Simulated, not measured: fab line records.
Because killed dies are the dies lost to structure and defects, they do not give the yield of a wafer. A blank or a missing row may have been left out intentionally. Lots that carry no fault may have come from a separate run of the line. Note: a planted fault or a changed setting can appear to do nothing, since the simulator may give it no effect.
Chamber matching || flow nandHarc || pecvd-03 running NHARC_P_BONDPAD_DEP_00: 3 sister chambers
The step deposits SiCN, target thk 250 nm. 20 wafers are shown with their chamber, then 10 later ones without.

## WAFERS PAIRED WITH THEIR CHAMBERS
{"wafer": "L075.1", "chamber": 2, "heaterPowerW (W)": 550}
{"wafer": "L075.5", "chamber": 0, "heaterPowerW (W)": 368}
{"wafer": "L075.6", "chamber": 1, "heaterPowerW (W)": 512}
{"wafer": "L076.2", "chamber": 2, "heaterPowerW (W)": 643}
{"wafer": "L076.3", "chamber": 0, "heaterPowerW (W)": 432}
{"wafer": "L076.4", "chamber": 1, "heaterPowerW (W)": 620}
{"wafer": "L082.3", "chamber": 0, "heaterPowerW (W)": 442}
{"wafer": "L082.4", "chamber": 1, "heaterPowerW (W)": 632}
{"wafer": "L082.5", "chamber": 2, "heaterPowerW (W)": 588}
{"wafer": "L083.1", "chamber": 2, "heaterPowerW (W)": 631}
{"wafer": "L083.4", "chamber": 2, "heaterPowerW (W)": 645}
{"wafer": "L083.6", "chamber": 1, "heaterPowerW (W)": 619}
{"wafer": "L086.1", "chamber": 1, "heaterPowerW (W)": 527}
{"wafer": "L086.4", "chamber": 0, "heaterPowerW (W)": 377}
{"wafer": "L086.6", "chamber": 2, "heaterPowerW (W)": 627}
{"wafer": "L087.2", "chamber": 1, "heaterPowerW (W)": 629}
{"wafer": "L087.4", "chamber": 0, "heaterPowerW (W)": 429}
{"wafer": "L087.5", "chamber": 2, "heaterPowerW (W)": 615}
{"wafer": "L088.2", "chamber": 1, "heaterPowerW (W)": 590}
{"wafer": "L088.3", "chamber": 0, "heaterPowerW (W)": 380}

SIGNATURES (means of the wafers above)
{"reading": "heaterPowerW", "chamber 0": 404.67, "chamber 1": 589.86, "chamber 2": 614.14, "scatter within a chamber": 40.3}
Rule: for a wafer and a chamber, the distance is found by dividing, reading by reading, the gap between the wafer's reading and the chamber's mean by the reading's scatter, squaring, summing and taking the root. The wafer belongs to the nearest chamber; if the next one is less than 2 further off, it can't be placed. The scatter is the square root of a quotient: the sum, over the shown wafers, of each reading's squared deviation from its chamber's mean, divided by wafers minus chambers.

## WAFERS WITH NO CHAMBER GIVEN
{"wafer": "L088.5", "heaterPowerW (W)": 635}
{"wafer": "L089.3", "heaterPowerW (W)": 652}
{"wafer": "L089.4", "heaterPowerW (W)": 370}
{"wafer": "L089.5", "heaterPowerW (W)": 662}
{"wafer": "L093.3", "heaterPowerW (W)": 455}
{"wafer": "L093.5", "heaterPowerW (W)": 460}
{"wafer": "L093.6", "heaterPowerW (W)": 537}
{"wafer": "L096.1", "heaterPowerW (W)": 668}
{"wafer": "L096.5", "heaterPowerW (W)": 674}
{"wafer": "L096.6", "heaterPowerW (W)": 644}

## EACH ONE'S CHAMBER
{"wafer": "L088.5", "from the rows above": "can't be placed: 2 or 1", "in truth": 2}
{"wafer": "L089.3", "from the rows above": "can't be placed: 2 or 1", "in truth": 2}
{"wafer": "L089.4", "from the rows above": 0, "in truth": 0}
{"wafer": "L089.5", "from the rows above": "can't be placed: 2 or 1", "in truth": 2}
{"wafer": "L093.3", "from the rows above": 0, "in truth": 0}
{"wafer": "L093.5", "from the rows above": "can't be placed: 0 or 1", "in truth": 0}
{"wafer": "L093.6", "from the rows above": "can't be placed: 1 or 2 or 0", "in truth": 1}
{"wafer": "L096.1", "from the rows above": "can't be placed: 2 or 1", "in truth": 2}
{"wafer": "L096.5", "from the rows above": "can't be placed: 2 or 1", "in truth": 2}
{"wafer": "L096.6", "from the rows above": "can't be placed: 2 or 1", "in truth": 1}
Placed correctly: 2 of 10. From these rows, 8 cannot be placed; in 8 the true chamber is one of the candidates. Wrongly placed: 0.
